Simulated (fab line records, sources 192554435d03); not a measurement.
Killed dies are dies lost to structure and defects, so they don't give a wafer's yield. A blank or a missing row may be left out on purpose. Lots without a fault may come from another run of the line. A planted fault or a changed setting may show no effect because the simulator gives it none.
Split-lot experiment | flow n5_finfet | 7 lots, 21 wafers read, on a route of 1938 steps

THE SPLIT
At N5_BEOL_M9_COAT_05 (resist thk 90 nm), the setting spin_rpm was moved away from the recipe's 1500 rpm on 6 of the 21 wafers read, by +2.9% to +10.9%. The other wafers ran this setting at the recipe's value.

FROM THE SPLIT TO THE READING: what the file shows between them, 6 steps
- N5_BEOL_M9_EBR_07
- N5_BEOL_M9_SOFTBAKE_06: time 60 s
- N5_BEOL_M9_EXPOSE_08: exposes mask M9
- N5_BEOL_M9_PEB_09: peb time 60 s
- N5_BEOL_M9_DEVELOP_10: develop time 30 s
- N5_BEOL_M9_DESCUM_16: chemistry O2, time 7.9 s

THE READING
CAR-ArF_of_BEOL_M9_COAT_05.thk_nm (the simulator's own value, which no gauge read), in nm, at N5_BEOL_M9_ETCH_61 (etches SiARC in CF4, target depth 39 nm, time 65 s). The file gives no usual value for it. The 15 wafers here that ran the recipe average 55.6 nm, standard deviation 0.22 nm.

wafer  | tool, chamber at the split | spin_rpm as run, rpm | against the recipe | CAR-ArF_of_BEOL_M9_COAT_05.thk_nm, nm | against lot-mates on the recipe
L074.4 | litho_track-02, 0          | 1500                 | recipe             | 55.6                                  | -
L074.6 | litho_track-02, 0          | 1500                 | recipe             | 55.6                                  | -
L074.5 | litho_track-02, 0          | 1500                 | recipe             | 55.4                                  | -
L075.3 | litho_track-03, 0          | 1500                 | recipe             | 56                                    | -
L075.5 | litho_track-03, 0          | 1500                 | recipe             | 55.8                                  | -
L075.6 | litho_track-03, 0          | 1500                 | recipe             | 55.8                                  | -
L083.1 | litho_track-03, 0          | 1664                 | +10.9%             | 51.4                                  | -4.2
L083.2 | litho_track-03, 0          | 1500                 | recipe             | 55.6                                  | -
L083.5 | litho_track-03, 0          | 1500                 | recipe             | 55.6                                  | -
L082.2 | litho_track-03, 0          | 1544                 | +2.9%              | 54.2                                  | no lot-mate on the recipe
L082.3 | litho_track-03, 0          | 1544                 | +2.9%              | 54.6                                  | no lot-mate on the recipe
L082.5 | litho_track-03, 0          | 1544                 | +2.9%              | 54.4                                  | no lot-mate on the recipe
L084.1 | litho_track-03, 0          | 1591                 | +6.1%              | 53                                    | -2.6
L084.3 | litho_track-03, 0          | 1500                 | recipe             | 55.6                                  | -
L084.4 | litho_track-03, 0          | 1500                 | recipe             | 55.6                                  | -
L085.3 | litho_track-05, 0          | 1500                 | recipe             | 55.8                                  | -
L085.6 | litho_track-05, 0          | 1500                 | recipe             | 55.8                                  | -
L085.4 | litho_track-05, 0          | 1500                 | recipe             | 55.2                                  | -
L092.2 | litho_track-02, 0          | 1500                 | recipe             | 55.2                                  | -
L092.3 | litho_track-02, 0          | 1552                 | +3.5%              | 53.8                                  | -1.5
L092.5 | litho_track-02, 0          | 1500                 | recipe             | 55.4                                  | -

THE FIT
A straight line over all 21 wafers: CAR-ArF_of_BEOL_M9_COAT_05.thk_nm changes by -0.401 nm for each +1% of spin_rpm; r = -0.98; the points scatter about the line by 0.23 nm.
The same after taking each lot's own level away (the mean of its wafers on the recipe; 18 wafers): -0.396 nm for each +1%; r = -0.99; scatter 0.15 nm.
On that fit, the largest move of spin_rpm shifts the reading by 4.3 nm.
The lots' own levels span 55.30 to 55.87 nm, that is 2.6 times the standard deviation above.
So the lot-to-lot level changes the slope little: the two slopes agree.
Check: with one of the wafers moved furthest among these (+10.9%) left out of the fit, the line predicts -4.7 nm for it against its lot-mates. It came out at -4.2 nm against them.

THE WHOLE CHAIN: every reading that the file lists as answering this split, in the file's order
step                  | what it does                                       | reading                                                                            | change (the file's fit)               | r (the file's)
N5_BEOL_M9_COAT_05    | resist thk 90 nm                                   | CAR-ArF_of_BEOL_M9_COAT_05.thk_nm (the simulator's own value, which no gauge read) | -0.433 nm for each +1% of the setting | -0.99
N5_BEOL_M9_DEVELOP_10 | develop time 30 s                                  | CAR-ArF_of_BEOL_M9_COAT_05.thk_nm (the simulator's own value, which no gauge read) | -0.415 nm for each +1% of the setting | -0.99
N5_BEOL_M9_DESCUM_16  | chemistry O2, time 7.9 s                           | CAR-ArF_of_BEOL_M9_COAT_05.thk_nm (the simulator's own value, which no gauge read) | -0.42 nm for each +1% of the setting  | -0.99
N5_BEOL_M9_ETCH_61    | etches SiARC in CF4, target depth 39 nm, time 65 s | CAR-ArF_of_BEOL_M9_COAT_05.thk_nm (the simulator's own value, which no gauge read) | -0.397 nm for each +1% of the setting | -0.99

THE FILE'S OWN FIT
CAR-ArF_of_BEOL_M9_COAT_05.thk_nm changes by -0.397 nm for each +1% of spin_rpm, r = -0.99.
